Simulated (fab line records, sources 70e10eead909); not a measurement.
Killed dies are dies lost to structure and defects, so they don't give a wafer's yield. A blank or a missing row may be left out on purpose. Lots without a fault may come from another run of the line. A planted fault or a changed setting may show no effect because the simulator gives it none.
Which tool did it? | flow nand_harc | 23 lots, 69 wafers sampled, at 6 steps of a route of 1302

WHAT THE GAUGES READ, wafer by wafer
The record holds no reading of a measuring or inspecting step that can be judged against a usual standard deviation.

WHICH TOOL RAN EACH LOT (tool, then ch and the chambers of the sampled wafers, then the start)
lot  | NHARC_A_CHANNEL_HOLE_D2_ETCH_34               | NHARC_A_CHANNEL_FILL_D2_ALD_03                 | NHARC_A_CHANNEL_FILL_D2_ETCHBACK_08           | NHARC_A_CHANNEL_FILL_D2_CMP_10 | NHARC_A_STAIRCASE_ETCH_170     | NHARC_A_STAIRCASE_TRIM_14
L074 | rie_diel-10 ch 1,2,3, day 16 04:29 or earlier | ald_sin_batch-01 ch 0, day 16 04:29 or earlier | rie_diel-08 ch 1,3, day 16 04:29 or earlier   | cmp-02 ch 1,2,3, day 16 04:29  | rie_diel-13 ch 0,1,3, no start | rie_diel-01 ch 2,3, no start
L076 | rie_diel-10 ch 1,2,3, day 16 13:52 or earlier | ald_sin_batch-01 ch 0, day 16 13:52 or earlier | rie_diel-04 ch 0,1,3, day 16 13:52 or earlier | cmp-04 ch 0,2,3, day 16 13:52  | rie_diel-13 ch 0,1,3, no start | rie_diel-01 ch 0,2,3, no start
L075 | rie_diel-03 ch 0,1,2, day 16 13:52 or earlier | ald_sin_batch-01 ch 0, day 16 13:52 or earlier | rie_diel-04 ch 1,2,3, day 16 13:52 or earlier | cmp-03 ch 2,3, day 16 13:52    | rie_diel-06 ch 2,3, no start   | rie_diel-06 ch 1,2, no start
L077 | rie_diel-12 ch 0,1,2, day 16 13:53 or earlier | ald_sin_batch-01 ch 0, day 16 13:53 or earlier | rie_diel-04 ch 0,3, day 16 13:53 or earlier   | cmp-02 ch 1,2, day 16 13:53    | rie_diel-01 ch 0,3, no start   | rie_diel-13 ch 0,3, no start
L078 | rie_diel-12 ch 0,1,3, day 17 00:39 or earlier | ald_sin_batch-03 ch 0, day 17 00:39 or earlier | rie_diel-08 ch 0,1,3, day 17 00:39 or earlier | cmp-03 ch 0,1,3, day 17 00:39  | rie_diel-13 ch 0,2,3, no start | rie_diel-06 ch 0,1,2, no start
L080 | rie_diel-03 ch 0,1,3, day 18 02:46 or earlier | ald_sin_batch-03 ch 0, day 18 02:46 or earlier | rie_diel-04 ch 0,1,2, day 18 02:46 or earlier | cmp-03 ch 0,1,2, day 18 02:46  | rie_diel-01 ch 0,1,2, no start | rie_diel-13 ch 1,2,3, no start
L081 | rie_diel-03 ch 1,2, day 18 06:34 or earlier   | ald_sin_batch-02 ch 0, day 18 06:34 or earlier | rie_diel-04 ch 1,2, day 18 06:34 or earlier   | cmp-04 ch 0,3, day 18 06:34    | rie_diel-01 ch 0,2, no start   | rie_diel-13 ch 1,2,3, no start
L082 | rie_diel-10 ch 0,1,3, day 18 15:32 or earlier | ald_sin_batch-01 ch 0, day 18 15:32 or earlier | rie_diel-05 ch 0,1,2, day 18 15:32 or earlier | cmp-02 ch 0,1,3, day 18 15:32  | rie_diel-01 ch 0,2, no start   | rie_diel-13 ch 0,1, no start
L083 | rie_diel-03 ch 2,3, day 19 00:08 or earlier   | ald_sin_batch-02 ch 0, day 19 00:08 or earlier | rie_diel-04 ch 1,2, day 19 00:08 or earlier   | cmp-04 ch 1,2,3, day 19 00:08  | rie_diel-06 ch 1,3, no start   | rie_diel-01 ch 1,3, no start
L084 | rie_diel-10 ch 0,3, day 19 21:08 or earlier   | ald_sin_batch-03 ch 0, day 19 21:08 or earlier | rie_diel-05 ch 0,1,3, day 19 21:08 or earlier | cmp-02 ch 0,2,3, day 19 21:08  | rie_diel-13 ch 0,3, no start   | rie_diel-06 ch 0,1, no start
L085 | rie_diel-03 ch 0,1,2, day 19 21:05 or earlier | ald_sin_batch-03 ch 0, day 19 21:05 or earlier | rie_diel-08 ch 1,2,3, day 19 21:05 or earlier | cmp-03 ch 1,2,3, day 19 21:05  | rie_diel-06 ch 0,1,3, no start | rie_diel-06 ch 0,1,3, no start
L086 | rie_diel-12 ch 0,1,3, day 20 09:08 or earlier | ald_sin_batch-02 ch 0, day 20 09:08 or earlier | rie_diel-08 ch 1,2, day 20 09:08 or earlier   | cmp-04 ch 0,1,2, day 20 09:08  | rie_diel-01 ch 0,1,3, no start | rie_diel-01 ch 0,1, no start
L087 | rie_diel-12 ch 0,1,3, day 20 18:51 or earlier | ald_sin_batch-02 ch 0, day 20 18:51 or earlier | rie_diel-08 ch 0,1,2, day 20 18:51 or earlier | cmp-02 ch 1,3, day 20 18:51    | rie_diel-01 ch 0,2,3, no start | rie_diel-13 ch 0,1,2, no start
L088 | rie_diel-10 ch 0,1, day 21 14:26 or earlier   | ald_sin_batch-03 ch 0, day 21 14:26 or earlier | rie_diel-08 ch 0,2,3, day 21 14:26 or earlier | cmp-02 ch 0,1,3, day 21 14:26  | rie_diel-06 ch 0,1, no start   | rie_diel-06 ch 0,1,2, no start
L089 | rie_diel-03 ch 0,2, day 21 17:59 or earlier   | ald_sin_batch-01 ch 0, day 21 17:59 or earlier | rie_diel-05 ch 0,1,2, day 21 17:59 or earlier | cmp-03 ch 1,2,3, day 21 17:59  | rie_diel-01 ch 0,1,3, no start | rie_diel-13 ch 0,2, no start
L090 | rie_diel-03 ch 1,2, day 22 03:56 or earlier   | ald_sin_batch-02 ch 0, day 22 03:56 or earlier | rie_diel-05 ch 0,1,3, day 22 03:56 or earlier | cmp-04 ch 2,3, day 22 03:56    | rie_diel-01 ch 1,3, no start   | rie_diel-13 ch 0,1, no start
L091 | rie_diel-03 ch 1,2,3, day 22 07:54 or earlier | ald_sin_batch-02 ch 0, day 22 07:54 or earlier | rie_diel-04 ch 0,1,3, day 22 07:54 or earlier | cmp-04 ch 0,3, day 22 07:54    | rie_diel-13 ch 0,2,3, no start | rie_diel-01 ch 0,3, no start
L093 | rie_diel-10 ch 0,1,3, day 23 11:56 or earlier | ald_sin_batch-03 ch 0, day 23 11:56 or earlier | rie_diel-08 ch 0,2,3, day 23 11:56 or earlier | cmp-02 ch 0,1,3, day 23 11:56  | rie_diel-01 ch 0,1,3, no start | rie_diel-01 ch 2,3, no start
L092 | rie_diel-03 ch 1,2,3, day 23 17:03 or earlier | ald_sin_batch-01 ch 0, day 23 17:03 or earlier | rie_diel-05 ch 2,3, day 23 17:03 or earlier   | cmp-02 ch 0,2,3, day 23 17:03  | rie_diel-01 ch 0,2,3, no start | rie_diel-13 ch 0,1,2, no start
L094 | rie_diel-12 ch 0,2,3, day 24 06:44 or earlier | ald_sin_batch-02 ch 0, day 24 06:44 or earlier | rie_diel-05 ch 1,2,3, day 24 06:44 or earlier | cmp-02 ch 0,2,3, day 24 06:44  | rie_diel-06 ch 1,2,3, no start | rie_diel-06 ch 1,2,3, no start
L095 | rie_diel-10 ch 1,2, day 24 15:10 or earlier   | ald_sin_batch-03 ch 0, day 24 15:10 or earlier | rie_diel-08 ch 0,2,3, day 24 15:10 or earlier | cmp-04 ch 0,3, day 24 15:10    | rie_diel-01 ch 0,2,3, no start | rie_diel-13 ch 0,1,3, no start
L096 | rie_diel-10 ch 1,2,3, day 24 22:07 or earlier | ald_sin_batch-03 ch 0, day 24 22:07 or earlier | rie_diel-05 ch 1,2, day 24 22:07 or earlier   | cmp-04 ch 0,1,2, day 24 22:07  | rie_diel-06 ch 0,1,2, no start | rie_diel-13 ch 0,2, no start
L097 | rie_diel-10 ch 0,2,3, day 25 15:28 or earlier | ald_sin_batch-02 ch 0, day 25 15:28 or earlier | rie_diel-08 ch 0,1,2, day 25 15:28 or earlier | cmp-02 ch 0,3, day 25 15:28    | rie_diel-13 ch 0,2,3, no start | rie_diel-06 ch 0,2, no start
- NHARC_A_CHANNEL_HOLE_D2_ETCH_34: etches the open film in CF4/CHF3, target depth 154 nm, time 77 s.
- NHARC_A_CHANNEL_FILL_D2_ALD_03: deposits SiNx, target thk 6 nm, pulse time 60 s, ald cycles 58.
- NHARC_A_CHANNEL_FILL_D2_ETCHBACK_08: etches the open film in C4F8, target depth 220 nm, time 110 s.
- NHARC_A_CHANNEL_FILL_D2_CMP_10: polishes, target thk 150 nm.
- NHARC_A_STAIRCASE_ETCH_170: etches the open film in C4F6/O2, target depth 200 nm, time 66.667 s.
- NHARC_A_STAIRCASE_TRIM_14: chemistry O2, time 211.2 s.

WHAT THE TOOLS THEMSELVES READ (means of the sampled wafers that have a number; where no wafer has one, the mark that the record gives instead)
NHARC_A_CHANNEL_HOLE_D2_ETCH_34.
lot  | tool        | chamber_pressure_mTorr (mTorr) | drypump_motor_current_A (A) | oes_product_au (a.u.) | rf_vpp_V (V) | showerhead_plenum_p_Torr (Torr) | throttle_valve_pct (%)
L074 | rie_diel-10 | 24.996                         | 5.6                         | 0.919                 | 371.1        | 1.59                            | 16.800
L076 | rie_diel-10 | 24.992                         | 5.6                         | 0.955                 | 370.9        | 1.59                            | 16.805
L075 | rie_diel-03 | 24.997                         | 5.8                         | 0.980                 | 370.2        | 1.57                            | 16.804
L077 | rie_diel-12 | 25.016                         | 5.2                         | 0.968                 | 370.5        | 1.58                            | 16.803
L078 | rie_diel-12 | 25.017                         | 5.4                         | 0.970                 | 369.5        | 1.54                            | 16.801
L080 | rie_diel-03 | 24.990                         | 5.8                         | 0.965                 | 371.3        | 1.60                            | 16.812
L081 | rie_diel-03 | 25.013                         | 5.9                         | 0.973                 | 368.9        | 1.54                            | 16.813
L082 | rie_diel-10 | 24.998                         | 5.8                         | 0.958                 | 371.9        | 1.62                            | 16.811
L083 | rie_diel-03 | 25.002                         | 6.5                         | 0.974                 | 371.5        | 1.59                            | 16.800
L084 | rie_diel-10 | 25.007                         | 5.8                         | 0.967                 | 371.6        | 1.61                            | 16.802
L085 | rie_diel-03 | 24.991                         | 5.8                         | 0.972                 | 370.4        | 1.57                            | 16.804
L086 | rie_diel-12 | 25.008                         | 5.4                         | 0.963                 | 369.3        | 1.54                            | 16.808
L087 | rie_diel-12 | 24.990                         | 5.4                         | 0.963                 | 369.4        | 1.54                            | 16.800
L088 | rie_diel-10 | 25.010                         | 5.7                         | 0.960                 | 371.6        | 1.60                            | 16.797
L089 | rie_diel-03 | 25.006                         | 6.1                         | 0.975                 | 370.9        | 1.58                            | 16.800
L090 | rie_diel-03 | 25.000                         | 5.9                         | 0.929                 | 370.2        | 1.53                            | 16.818
L091 | rie_diel-03 | 25.005                         | 6.2                         | 0.927                 | 370.7        | 1.58                            | 16.809
L093 | rie_diel-10 | 24.993                         | 5.8                         | 0.951                 | 372.0        | 1.61                            | 16.809
L092 | rie_diel-03 | 25.007                         | 6.2                         | 0.973                 | 370.8        | 1.58                            | 16.802
L094 | rie_diel-12 | 25.007                         | 5.7                         | 0.973                 | 368.8        | 1.53                            | 16.802
L095 | rie_diel-10 | 24.990                         | 5.5                         | 0.971                 | 370.3        | 1.57                            | 16.807
L096 | rie_diel-10 | 24.994                         | 5.6                         | 0.963                 | 370.8        | 1.59                            | 16.801
L097 | rie_diel-10 | 25.020                         | 5.6                         | 0.953                 | 370.1        | 1.58                            | 16.814

NHARC_A_CHANNEL_FILL_D2_ALD_03.
lot  | tool             | precursor_pulse_height_rel
L074 | ald_sin_batch-01 | 0.974
L076 | ald_sin_batch-01 | 0.999
L075 | ald_sin_batch-01 | 1.003
L077 | ald_sin_batch-01 | 0.993
L078 | ald_sin_batch-03 | 0.985
L080 | ald_sin_batch-03 | 1.000
L081 | ald_sin_batch-02 | 1.027
L082 | ald_sin_batch-01 | 1.017
L083 | ald_sin_batch-02 | 1.011
L084 | ald_sin_batch-03 | 0.996
L085 | ald_sin_batch-03 | 0.986
L086 | ald_sin_batch-02 | 0.990
L087 | ald_sin_batch-02 | 0.991
L088 | ald_sin_batch-03 | 1.000
L089 | ald_sin_batch-01 | 0.988
L090 | ald_sin_batch-02 | 1.017
L091 | ald_sin_batch-02 | 0.991
L093 | ald_sin_batch-03 | 1.000
L092 | ald_sin_batch-01 | 1.008
L094 | ald_sin_batch-02 | 1.006
L095 | ald_sin_batch-03 | 0.999
L096 | ald_sin_batch-03 | 1.036
L097 | ald_sin_batch-02 | 1.011

NHARC_A_CHANNEL_FILL_D2_ETCHBACK_08.
lot  | tool        | chamber_pressure_mTorr (mTorr) | oes_product_au (a.u.) | rf_vpp_V (V)
L074 | rie_diel-08 | 25.014                         | 0.99                  | 437.5
L076 | rie_diel-04 | 25.002                         | 1.00                  | 441.2
L075 | rie_diel-04 | 24.980                         | 1.01                  | 441.5
L077 | rie_diel-04 | 25.003                         | 1.00                  | 439.7
L078 | rie_diel-08 | 25.012                         | 1.00                  | 438.9
L080 | rie_diel-04 | 24.988                         | 1.00                  | 440.0
L081 | rie_diel-04 | 25.016                         | 1.00                  | 439.9
L082 | rie_diel-05 | 25.007                         | 0.99                  | 440.9
L083 | rie_diel-04 | 24.988                         | 0.92                  | 441.0
L084 | rie_diel-05 | 25.010                         | 0.92                  | 440.6
L085 | rie_diel-08 | 24.993                         | 0.93                  | 438.8
L086 | rie_diel-08 | 25.014                         | 0.99                  | 438.0
L087 | rie_diel-08 | 24.995                         | 1.00                  | 439.4
L088 | rie_diel-08 | 25.002                         | 0.92                  | 438.8
L089 | rie_diel-05 | 25.004                         | 0.93                  | 441.6
L090 | rie_diel-05 | 24.976                         | 1.00                  | 440.6
L091 | rie_diel-04 | 25.008                         | 0.93                  | 440.9
L093 | rie_diel-08 | 25.006                         | 0.93                  | 439.5
L092 | rie_diel-05 | 25.021                         | 0.93                  | 442.9
L094 | rie_diel-05 | 24.989                         | 0.92                  | 442.8
L095 | rie_diel-08 | 25.000                         | 1.00                  | 439.8
L096 | rie_diel-05 | 24.993                         | 0.92                  | 443.5
L097 | rie_diel-08 | 24.992                         | 0.98                  | 438.5

NHARC_A_CHANNEL_FILL_D2_CMP_10.
lot  | tool   | motor_current_A (A) | time_to_endpoint_s (s)
L074 | cmp-02 | 11.7                | 13.7
L076 | cmp-04 | 12.2                | 17.0
L075 | cmp-03 | 13.7                | 14.6
L077 | cmp-02 | 13.3                | 12.6
L078 | cmp-03 | 13.1                | 12.1
L080 | cmp-03 | 12.7                | 13.6
L081 | cmp-04 | 12.8                | 17.3
L082 | cmp-02 | 11.5                | 15.1
L083 | cmp-04 | 12.1                | 15.8
L084 | cmp-02 | 12.0                | 14.4
L085 | cmp-03 | 12.5                | 13.7
L086 | cmp-04 | 11.8                | 16.1
L087 | cmp-02 | 10.8                | 15.1
L088 | cmp-02 | 11.6                | 16.6
L089 | cmp-03 | 13.1                | 15.3
L090 | cmp-04 | 11.5                | 12.8
L091 | cmp-04 | 13.0                | 16.0
L093 | cmp-02 | 11.5                | 14.7
L092 | cmp-02 | 12.6                | 14.9
L094 | cmp-02 | 12.4                | 15.3
L095 | cmp-04 | 12.8                | 19.4
L096 | cmp-04 | 12.4                | 13.7
L097 | cmp-02 | 11.6                | 14.7

NHARC_A_STAIRCASE_ETCH_170.
lot  | tool        | chamber_pressure_mTorr (mTorr) | drypump_motor_current_A (A) | oes_product_au (a.u.) | rf_vpp_V (V) | showerhead_plenum_p_Torr (Torr) | throttle_valve_pct (%)
L074 | rie_diel-13 | 29.997                         | 5.8                         | 0.978                 | 550          | 4.03                            | 26.903
L076 | rie_diel-13 | 30.016                         | 5.8                         | 0.947                 | 550          | 4.03                            | 26.917
L075 | rie_diel-06 | 29.996                         | 5.3                         | 0.982                 | 544          | 3.78                            | 26.905
L077 | rie_diel-01 | 29.997                         | 6.2                         | 0.980                 | 548          | 3.93                            | 26.902
L078 | rie_diel-13 | 29.999                         | 6.0                         | 0.981                 | 550          | 4.10                            | 26.894
L080 | rie_diel-01 | 30.028                         | 5.6                         | 0.966                 | 548          | 4.00                            | 26.900
L081 | rie_diel-01 | 30.011                         | 5.5                         | 0.956                 | 552          | 4.17                            | 26.899
L082 | rie_diel-01 | 29.986                         | 5.5                         | 0.980                 | 552          | 4.17                            | 26.907
L083 | rie_diel-06 | 30.024                         | 5.6                         | 0.980                 | 543          | 3.74                            | 26.902
L084 | rie_diel-13 | 30.006                         | 5.7                         | 0.988                 | 551          | 4.15                            | 26.906
L085 | rie_diel-06 | 29.992                         | 5.9                         | 0.967                 | 545          | 3.82                            | 26.919
L086 | rie_diel-01 | 30.012                         | 5.8                         | 0.962                 | 545          | 3.87                            | 26.904
L087 | rie_diel-01 | 29.994                         | 5.9                         | 0.974                 | 549          | 4.02                            | 26.901
L088 | rie_diel-06 | 29.979                         | 6.3                         | 0.981                 | 550          | 4.09                            | 26.909
L089 | rie_diel-01 | 30.009                         | 5.9                         | 0.963                 | 546          | 3.87                            | 26.918
L090 | rie_diel-01 | 30.025                         | 5.9                         | 0.976                 | 542          | 3.70                            | 26.903
L091 | rie_diel-13 | 30.010                         | 6.0                         | 0.974                 | 550          | 4.07                            | 26.910
L093 | rie_diel-01 | 30.000                         | 5.8                         | 0.965                 | 546          | 3.86                            | 26.908
L092 | rie_diel-01 | 29.993                         | 5.9                         | 0.965                 | 548          | 4.01                            | 26.908
L094 | rie_diel-06 | 29.990                         | 5.6                         | 0.984                 | 546          | 3.90                            | 26.895
L095 | rie_diel-01 | 30.017                         | 5.9                         | 0.987                 | 547          | 4.01                            | 26.901
L096 | rie_diel-06 | 29.970                         | 5.9                         | 0.987                 | 547          | 3.98                            | 26.899
L097 | rie_diel-13 | 30.010                         | 6.0                         | 0.976                 | 549          | 4.06                            | 26.903

NHARC_A_STAIRCASE_TRIM_14.
lot  | tool        | chamber_pressure_mTorr (mTorr) | drypump_motor_current_A (A) | oes_product_au (a.u.) | rf_vpp_V (V) | showerhead_plenum_p_Torr (Torr) | throttle_valve_pct (%)
L074 | rie_diel-01 | 59.99                          | 6.0                         | 0.987                 | 57.7         | 3.62                            | 17.034
L076 | rie_diel-01 | 60.02                          | 5.9                         | 0.995                 | 58.0         | 3.63                            | 17.039
L075 | rie_diel-06 | 59.93                          | 5.5                         | 1.012                 | 57.8         | 3.36                            | 17.032
L077 | rie_diel-13 | 59.98                          | 6.0                         | 1.003                 | 58.2         | 3.70                            | 17.032
L078 | rie_diel-06 | 59.95                          | 5.9                         | 1.001                 | 57.7         | 3.45                            | 17.031
L080 | rie_diel-13 | 60.02                          | 6.1                         | 1.001                 | 58.3         | 3.56                            | 17.041
L081 | rie_diel-13 | 60.04                          | 6.1                         | 1.002                 | 58.0         | 3.56                            | 17.042
L082 | rie_diel-13 | 59.95                          | 5.5                         | 1.003                 | 57.9         | 3.66                            | 17.038
L083 | rie_diel-01 | 59.98                          | 5.9                         | 1.000                 | 56.9         | 3.33                            | 17.038
L084 | rie_diel-06 | 59.98                          | 6.3                         | 1.003                 | 57.4         | 3.51                            | 17.040
L085 | rie_diel-06 | 59.97                          | 5.9                         | 1.006                 | 57.4         | 3.43                            | 17.044
L086 | rie_diel-01 | 60.01                          | 5.4                         | 0.995                 | 57.4         | 3.60                            | 17.031
L087 | rie_diel-13 | 59.95                          | 5.8                         | 0.997                 | 57.7         | 3.60                            | 17.046
L088 | rie_diel-06 | 60.05                          | 5.9                         | 1.007                 | 57.7         | 3.60                            | 17.045
L089 | rie_diel-13 | 60.01                          | 6.0                         | 1.004                 | 58.0         | 3.66                            | 17.032
L090 | rie_diel-13 | 59.97                          | 5.5                         | 1.001                 | 58.0         | 3.65                            | 17.036
L091 | rie_diel-01 | 59.96                          | 6.2                         | 0.994                 | 58.0         | 3.51                            | 17.030
L093 | rie_diel-01 | 60.04                          | 6.1                         | 0.990                 | 57.4         | 3.59                            | 17.036
L092 | rie_diel-13 | 60.00                          | 5.7                         | 1.006                 | 58.0         | 3.58                            | 17.038
L094 | rie_diel-06 | 60.01                          | 5.6                         | 1.002                 | 58.9         | 3.50                            | 17.031
L095 | rie_diel-13 | 59.97                          | 5.8                         | 1.008                 | 56.7         | 3.59                            | 17.045
L096 | rie_diel-13 | 60.02                          | 5.7                         | 0.992                 | 58.3         | 3.70                            | 17.042
L097 | rie_diel-06 | 59.98                          | 6.1                         | 1.005                 | 57.8         | 3.52                            | 17.038

THE ANSWER, worked out from the rows above alone
Rule: what is usual is taken from the lots themselves. Put in order of their means at a reading, lots are off if they are a third of the lots or fewer, leave a main group of 4 or more, and stand apart from it by a gap of 3 or more times the standard deviation of the main group's means; of several such gaps the widest counts. A main group whose means are all the same, to the digits that the tables above print for the reading, isn't used. A lot without any number at a reading at which 4 lots or more have one is off too. The other lots that the step has rows for count as sound. The gauges are gone through in route order, then the tools' own readings, and for those a lot's mean is taken as printed above. The first step at which some lot is off is used, and at that step the reading that is off furthest; a lot without a number counts as furthest.
No lot is off at any reading shown: from this, nothing can be told.

WHAT THE SIMULATOR HAD PUT IN
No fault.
